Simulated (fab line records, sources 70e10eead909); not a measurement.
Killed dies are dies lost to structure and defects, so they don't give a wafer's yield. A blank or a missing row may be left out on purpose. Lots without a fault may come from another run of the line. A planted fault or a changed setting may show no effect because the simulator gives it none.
Which tool did it? | flow nand_harc | 12 lots, 36 wafers sampled, at 5 steps of a route of 1302

WHAT THE GAUGES READ, wafer by wafer
NHARC_A_CONTACT_CD_MEAS_53.
lot  | measured     | on        | cd_nm (nm)
L107 | day 22 00:32 | cd_sem-01 | 290.4 289.7 289.5
L106 | day 22 04:29 | cd_sem-02 | 288.9 288.7 288.4
L105 | day 22 05:55 | cd_sem-03 | 289.1 290.0 289.4
L111 | day 23 11:37 | cd_sem-01 | 288.6 289.7 288.6
L116 | day 26 08:50 | cd_sem-01 | 290.0 291.0 289.9
L118 | day 26 13:06 | cd_sem-02 | 288.2 288.4 288.6
L119 | day 27 07:43 | cd_sem-03 | 290.1 289.7 289.9
L120 | day 27 08:05 | cd_sem-03 | 289.5 289.6 290.2
L121 | day 28 18:18 | cd_sem-03 | 291.7 290.4 290.4
L124 | day 29 12:05 | cd_sem-02 | 290.1 290.1 290.1
L123 | day 29 15:11 | cd_sem-01 | 289.4 289.6 289.7
L128 | day 30 14:16 | cd_sem-03 | 287.5 287.7 288.4

NHARC_END_SORT_01.
lot  | measured     | on        | killed_at_array | killed_at_other | killed_at_periphery | killed_dies | killed_open | killed_short
L116 | day 29 03:47 | prober-02 | 86 96           | 2 2             | 2 2                 | 90 100      | 6 3         | 2 0

WHICH TOOL RAN EACH LOT (tool, then ch and the chambers of the sampled wafers, then the start)
lot  | NHARC_A_CONTACT_ETCH_114             | NHARC_A_CONTACT_ETCH_120             | NHARC_A_CONTACT_ETCH_90
L107 | har_cap_etch-02 ch 0,1, day 21 21:47 | har_cap_etch-02 ch 0,1, day 21 22:49 | rie_diel-11 ch 0,1,2, day 22 00:20
L106 | har_cap_etch-02 ch 0,1, day 22 01:44 | har_cap_etch-02 ch 0,1, day 22 02:46 | rie_diel-11 ch 0,1,2, day 22 04:16
L105 | har_cap_etch-03 ch 0,1, day 22 03:11 | har_cap_etch-03 ch 0,1, day 22 04:12 | rie_diel-11 ch 1,2,3, day 22 05:43
L111 | har_cap_etch-02 ch 0,1, day 23 08:55 | har_cap_etch-02 ch 0,1, day 23 09:56 | rie_diel-02 ch 0,2,3, day 23 11:25
L116 | har_cap_etch-01 ch 0,1, day 26 05:29 | har_cap_etch-01 ch 0,1, day 26 06:52 | rie_diel-11 ch 0,1,2, day 26 08:37
L118 | har_cap_etch-02 ch 0,1, day 26 10:23 | har_cap_etch-02 ch 0,1, day 26 11:25 | rie_diel-02 ch 0,2,3, day 26 12:52
L119 | har_cap_etch-02 ch 0,1, day 27 04:58 | har_cap_etch-02 ch 0,1, day 27 05:59 | rie_diel-02 ch 2,3, day 27 07:29
L120 | har_cap_etch-01 ch 0, day 27 05:22   | har_cap_etch-01 ch 0, day 27 06:23   | rie_diel-02 ch 1,2,3, day 27 07:54
L121 | har_cap_etch-02 ch 0,1, day 28 15:32 | har_cap_etch-02 ch 0,1, day 28 16:34 | rie_diel-11 ch 1,2,3, day 28 18:03
L124 | har_cap_etch-02 ch 1, day 29 09:19   | har_cap_etch-02 ch 1, day 29 10:20   | rie_diel-09 ch 0,2, day 29 11:51
L123 | har_cap_etch-03 ch 0,1, day 29 12:28 | har_cap_etch-03 ch 0,1, day 29 13:29 | rie_diel-11 ch 0,2,3, day 29 14:58
L128 | har_cap_etch-01 ch 0,1, day 30 11:35 | har_cap_etch-01 ch 0,1, day 30 12:36 | rie_diel-11 ch 0,1,3, day 30 14:03
- NHARC_A_CONTACT_ETCH_114: etches the open film in C4F8/O2/Ar, time 190 s, target depth 1850 nm.
- NHARC_A_CONTACT_ETCH_120: etches the open film in C4F8/O2/Ar, time 190 s, target depth 1850 nm.
- NHARC_A_CONTACT_ETCH_90: etches the open film in CH3F/O2, target depth 40 nm, time 85.7 s.

WHAT THE TOOLS THEMSELVES READ (means of the sampled wafers that have a number; where no wafer has one, the mark that the record gives instead)
NHARC_A_CONTACT_ETCH_90.
lot  | tool        | bias_w (W) | drypump_motor_current_A (A) | oes_product_au (a.u.) | rf_vpp_V (V) | run_length_s (s) | showerhead_plenum_p_Torr (Torr) | throttle_valve_pct (%)
L107 | rie_diel-11 | 99.78      | 5.7                         | 0.92                  | 246.4        | 107.1            | 2.57                            | 20.668
L106 | rie_diel-11 | 100.24     | 5.7                         | 1.00                  | 246.9        | 107.0            | 2.57                            | 20.649
L105 | rie_diel-11 | 100.06     | 5.8                         | 0.99                  | 246.1        | 106.8            | 2.62                            | 20.655
L111 | rie_diel-02 | 99.97      | 5.8                         | 0.92                  | 245.0        | 106.9            | 2.48                            | 20.662
L116 | rie_diel-11 | 100.03     | 5.7                         | 0.93                  | 246.2        | 96.1             | 2.56                            | 20.652
L118 | rie_diel-02 | 99.76      | 5.8                         | 0.93                  | 243.4        | 106.8            | 2.47                            | 20.668
L119 | rie_diel-02 | 100.34     | 5.2                         | 0.91                  | 243.5        | 106.9            | 2.38                            | 20.659
L120 | rie_diel-02 | 99.74      | 5.6                         | 0.99                  | 243.8        | 107.0            | 2.43                            | 20.659
L121 | rie_diel-11 | 99.90      | 5.8                         | 0.93                  | 246.4        | 106.9            | 2.61                            | 20.660
L124 | rie_diel-09 | 99.93      | 5.7                         | 1.00                  | 245.7        | 107.0            | 2.59                            | 20.661
L123 | rie_diel-11 | 99.94      | 5.6                         | 0.93                  | 245.9        | 107.1            | 2.56                            | 20.662
L128 | rie_diel-11 | 99.68      | 5.6                         | 1.00                  | 246.3        | 106.9            | 2.60                            | 20.659

THE ANSWER, worked out from the rows above alone
Rule: what is usual is taken from the lots themselves. Put in order of their means at a reading, lots are off if they are a third of the lots or fewer, leave a main group of 4 or more, and stand apart from it by a gap of 3 or more times the standard deviation of the main group's means; of several such gaps the widest counts. A main group whose means are all the same, to the digits that the tables above print for the reading, isn't used. A lot without any number at a reading at which 4 lots or more have one is off too. The other lots that the step has rows for count as sound. The gauges are gone through in route order, then the tools' own readings, and for those a lot's mean is taken as printed above. The first step at which some lot is off is used, and at that step the reading that is off furthest; a lot without a number counts as furthest.
Off: L116, at NHARC_A_CONTACT_ETCH_90 (run_length_s). The main group: mean 106.9 s, standard deviation 0.099.
A tool fits if, at that step or a process step before it, it ran every lot that is off, and no sound lot after the first of them. None of those tried fits.

WHAT THE SIMULATOR HAD PUT IN
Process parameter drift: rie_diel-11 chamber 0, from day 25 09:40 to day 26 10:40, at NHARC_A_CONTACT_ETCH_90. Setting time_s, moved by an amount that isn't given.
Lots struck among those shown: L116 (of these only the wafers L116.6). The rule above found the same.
